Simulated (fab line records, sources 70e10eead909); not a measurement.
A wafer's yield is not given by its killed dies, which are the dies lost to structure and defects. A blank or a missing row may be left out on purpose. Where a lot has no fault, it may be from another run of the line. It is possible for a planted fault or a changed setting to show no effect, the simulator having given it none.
Chamber matching :: flow nandHarc :: rieDiel-08 running NHARC_A_CONTACT_ETCH_90: 4 sister chambers
The step etches the open film in CH3F/O2, target depth 40 nm, time 85.7 s. 7 wafers are shown with their chamber, then 9 later ones without.

## WAFERS PAIRED WITH THEIR CHAMBERS
wafer: L084.6
chamber: 3
showerheadPlenumPTorr (Torr): 2.30
drypumpMotorCurrentA (A): 6.1

wafer: L085.1
chamber: 0
showerheadPlenumPTorr (Torr): 2.43
drypumpMotorCurrentA (A): 5.3

wafer: L085.3
chamber: 2
showerheadPlenumPTorr (Torr): 2.41
drypumpMotorCurrentA (A): 5.9

wafer: L085.6
chamber: 0
showerheadPlenumPTorr (Torr): 2.43
drypumpMotorCurrentA (A): 5.3

wafer: L087.4
chamber: 3
showerheadPlenumPTorr (Torr): 2.30
drypumpMotorCurrentA (A): 6.2

wafer: L087.5
chamber: 1
showerheadPlenumPTorr (Torr): 2.39
drypumpMotorCurrentA (A): 4.8

wafer: L087.6
chamber: 2
showerheadPlenumPTorr (Torr): 2.40
drypumpMotorCurrentA (A): 6.0

## WAFERS WITH NO CHAMBER GIVEN
wafer: L088.2
showerheadPlenumPTorr (Torr): 2.43
drypumpMotorCurrentA (A): 5.3

wafer: L088.5
showerheadPlenumPTorr (Torr): 2.39
drypumpMotorCurrentA (A): 4.8

wafer: L088.6
showerheadPlenumPTorr (Torr): 2.29
drypumpMotorCurrentA (A): 6.2

wafer: L092.1
showerheadPlenumPTorr (Torr): 2.38
drypumpMotorCurrentA (A): 4.8

wafer: L092.5
showerheadPlenumPTorr (Torr): 2.38
drypumpMotorCurrentA (A): 4.8

wafer: L092.6
showerheadPlenumPTorr (Torr): 2.42
drypumpMotorCurrentA (A): 5.3

wafer: L097.1
showerheadPlenumPTorr (Torr): 2.28
drypumpMotorCurrentA (A): 6.1

wafer: L097.3
showerheadPlenumPTorr (Torr): 2.38
drypumpMotorCurrentA (A): 4.8

wafer: L097.6
showerheadPlenumPTorr (Torr): 2.41
drypumpMotorCurrentA (A): 5.3

## WHICH CHAMBER EACH ONE RAN IN
wafer: L088.2
from the rows above: 0
in truth: 0

wafer: L088.5
from the rows above: 1
in truth: 1

wafer: L088.6
from the rows above: 3
in truth: 3

wafer: L092.1
from the rows above: 1
in truth: 1

wafer: L092.5
from the rows above: 1
in truth: 1

wafer: L092.6
from the rows above: 0
in truth: 0

wafer: L097.1
from the rows above: 3
in truth: 3

wafer: L097.3
from the rows above: 1
in truth: 1

wafer: L097.6
from the rows above: 0
in truth: 0
Placed correctly: 9 of 9. From these rows, 0 cannot be placed. 0 placed wrongly.
How it was worked out, from the rows above alone: a wafer's distance from a chamber is the root of the sum, over the readings, of the square of ((its reading less the chamber's mean) divided by the reading's scatter). The wafer belongs to the nearest chamber; if the next one is less than 2 further off, it can't be placed. Each chamber's mean is taken over the wafers shown for it. How the scatter is found: for the shown wafers, subtract from each reading the mean of its chamber, square and add these, divide the total by (wafers less chambers), then take the root.
